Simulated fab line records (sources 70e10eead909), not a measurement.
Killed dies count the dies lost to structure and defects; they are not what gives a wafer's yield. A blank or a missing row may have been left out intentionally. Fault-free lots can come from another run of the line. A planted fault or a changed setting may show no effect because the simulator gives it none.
Which tool was responsible?	flow nand-harc	39 wafers from 13 lots sampled at 4 of the route's 1302 steps

## WHAT THE GAUGES SHOWED, per wafer
The record lacks any reading of a measuring or inspecting step that a usual standard deviation could be used to judge.

## WHICH TOOL RAN EACH LOT (tool, then ch and the chambers of the sampled wafers, then the start)
lot	NHARC_A_CONTACT_ETCH_116	NHARC_A_CONTACT_ETCH_120	NHARC_A_CONTACT_ETCH_102	NHARC_A_CONTACT_SOFTBAKE_64
L540	har-cap-etch-03 ch 0,1, day 22 05:16	har-cap-etch-03 ch 0,1, day 22 05:57	rie-diel-06 ch 1,2,3, day 22 07:59	litho-track-01 ch 0, day 22 12:00
L542	har-cap-etch-03 ch 0,1, day 22 10:56	har-cap-etch-03 ch 0,1, day 22 11:37	rie-diel-06 ch 0,1,2, day 22 13:38	litho-track-01 ch 0, day 22 18:00
L543	har-cap-etch-03 ch 0,1, day 23 02:37	har-cap-etch-03 ch 0,1, day 23 03:31	rie-diel-06 ch 1,3, day 23 06:00	litho-track-01 ch 0, day 23 10:00
L545	har-cap-etch-03 ch 0,1, day 23 23:00	har-cap-etch-03 ch 0,1, day 23 23:41	rie-diel-06 ch 1,2,3, day 24 01:37	litho-track-04 ch 0, day 24 10:00
L546	har-cap-etch-01 ch 0,1, day 24 21:50	har-cap-etch-01 ch 0,1, day 24 23:02	rie-diel-11 ch 0,3, day 25 01:19	litho-track-04 ch 0, day 25 06:00
L548	har-cap-etch-03 ch 0,1, day 25 08:20	har-cap-etch-03 ch 0,1, day 25 09:01	rie-diel-11 ch 0,1, day 25 11:00	litho-track-04 ch 0, day 25 15:00
L549	har-cap-etch-01 ch 0,1, day 26 04:44	har-cap-etch-01 ch 0,1, day 26 05:25	rie-diel-04 ch 0,2,3, day 26 07:26	litho-track-04 ch 0, day 26 19:00
L553	har-cap-etch-03 ch 0,1, day 28 08:16	har-cap-etch-03 ch 0,1, day 28 09:10	rie-diel-04 ch 0,1,2, day 28 11:33	litho-track-01 ch 0, day 28 17:00
L559	har-cap-etch-02 ch 0,1, day 29 04:55	har-cap-etch-02 ch 0,1, day 29 05:35	rie-diel-06 ch 0,2,3, day 29 07:40	litho-track-04 ch 0, day 29 12:00
L557	har-cap-etch-01 ch 0,1, day 29 10:36	har-cap-etch-01 ch 0,1, day 29 11:17	rie-diel-06 ch 0,1, day 29 13:18	litho-track-01 ch 0, day 29 21:00
L556	har-cap-etch-02 ch 0,1, day 29 14:34	har-cap-etch-02 ch 0,1, day 29 15:16	rie-diel-06 ch 0,3, day 29 17:11	litho-track-01 ch 0, day 30 00:00
L560	har-cap-etch-02 ch 0,1, day 30 11:09	har-cap-etch-02 ch 0,1, day 30 12:04	rie-diel-11 ch 0,3, day 30 14:18	litho-track-04 ch 0, day 30 18:00
L561	har-cap-etch-01 ch 0,1, day 31 11:01	har-cap-etch-01 ch 0,1, day 31 11:42	rie-diel-11 ch 0,2,3, day 31 13:38	litho-track-04 ch 0, day 31 19:00
- NHARC_A_CONTACT_ETCH_116: etches the open film in C4F8/O2/Ar, time 190 s, target depth 1850 nm.
- NHARC_A_CONTACT_ETCH_120: etches the open film in C4F8/O2/Ar, time 190 s, target depth 1850 nm.
- NHARC_A_CONTACT_ETCH_102: etches the open film in CF4/O2, target depth 100 nm, overetch 10 nm, time 55 s.
- NHARC_A_CONTACT_SOFTBAKE_64: time 55 s.

## AS READ BY THE TOOLS THEMSELVES (means over the sampled wafers that have a number; for cases with no such wafer, the mark the record gives instead)
NHARC_A_CONTACT_ETCH_102.
lot	tool	cf4-flow-sccm (sccm)	drypump-motor-current-A (A)	oes-product-au (a.u.)	rf-vpp-V (V)	showerhead-plenum-p-Torr (Torr)	throttle-valve-pct (%)
L540	rie-diel-06	80.05	6.0	1.003	198.2	1.36	13.403
L542	rie-diel-06	79.98	5.8	1.009	197.2	1.33	13.399
L543	rie-diel-06	80.05	5.9	1.002	200.3	1.41	13.397
L545	rie-diel-06	79.80	6.0	1.007	198.0	1.36	13.394
L546	rie-diel-11	79.76	6.1	1.000	199.2	1.39	13.387
L548	rie-diel-11	80.00	5.5	1.002	198.6	1.35	13.393
L549	rie-diel-04	80.03	6.0	1.005	197.3	1.31	13.396
L553	rie-diel-04	79.98	5.9	0.991	196.1	1.25	13.389
L559	rie-diel-06	80.11	5.7	0.996	197.6	1.34	13.399
L557	rie-diel-06	80.28	5.5	1.003	198.5	1.33	13.396
L556	rie-diel-06	79.71	5.6	1.001	199.1	1.39	13.394
L560	rie-diel-11	80.06	5.7	0.996	198.6	1.37	13.394
L561	rie-diel-11	79.95	5.9	1.002	198.4	1.33	13.399

NHARC_A_CONTACT_SOFTBAKE_64.
lot	tool	heater-power-total-W (W)	plate-temp-C (C)
L540	litho-track-01	188.35	105.05
L542	litho-track-01	188.41	105.08
L543	litho-track-01	188.43	104.99
L545	litho-track-04	188.42	104.97
L546	litho-track-04	188.50	105.00
L548	litho-track-04	188.41	104.96
L549	litho-track-04	188.47	104.94
L553	litho-track-01	188.42	105.14
L559	litho-track-04	188.43	104.80
L557	litho-track-01	195.65	107.99
L556	litho-track-01	195.55	107.78
L560	litho-track-04	188.57	105.08
L561	litho-track-04	188.44	104.93

## THE ANSWER, worked out from the rows above alone
Rule: usual is defined by the lots themselves. Put in order of their means at a reading, lots are off if they are a third of the lots or fewer, leave a main group of 4 or more, and stand apart from it by a gap of 3 or more times the standard deviation of the main group's means; of several such gaps the widest counts. A main group is skipped when, at the precision printed for the reading in the tables above, its means are all equal. A lot without any number at a reading at which 4 lots or more have one is off too. Where the step has rows for the other lots, those lots are counted as sound. The gauges are gone through in route order, then the tools' own readings, and for those a lot's mean is taken as printed above. The first step at which some lot is off is used, and at that step the reading that is off furthest; a lot without a number counts as furthest.
Off: L557, L556 (NHARC_A_CONTACT_SOFTBAKE_64, heater-power-total-W). The main group has a mean of 188.44 W with a standard deviation of 0.054.
A tool fits if, at that step or a process step before it, it ran every lot that is off, and no sound lot after the first of them. This does not decide it: 2 tools fit, namely rie-diel-06 at NHARC_A_CONTACT_ETCH_102 and litho-track-01 at NHARC_A_CONTACT_SOFTBAKE_64.

## WHAT THE SIMULATOR PUT IN
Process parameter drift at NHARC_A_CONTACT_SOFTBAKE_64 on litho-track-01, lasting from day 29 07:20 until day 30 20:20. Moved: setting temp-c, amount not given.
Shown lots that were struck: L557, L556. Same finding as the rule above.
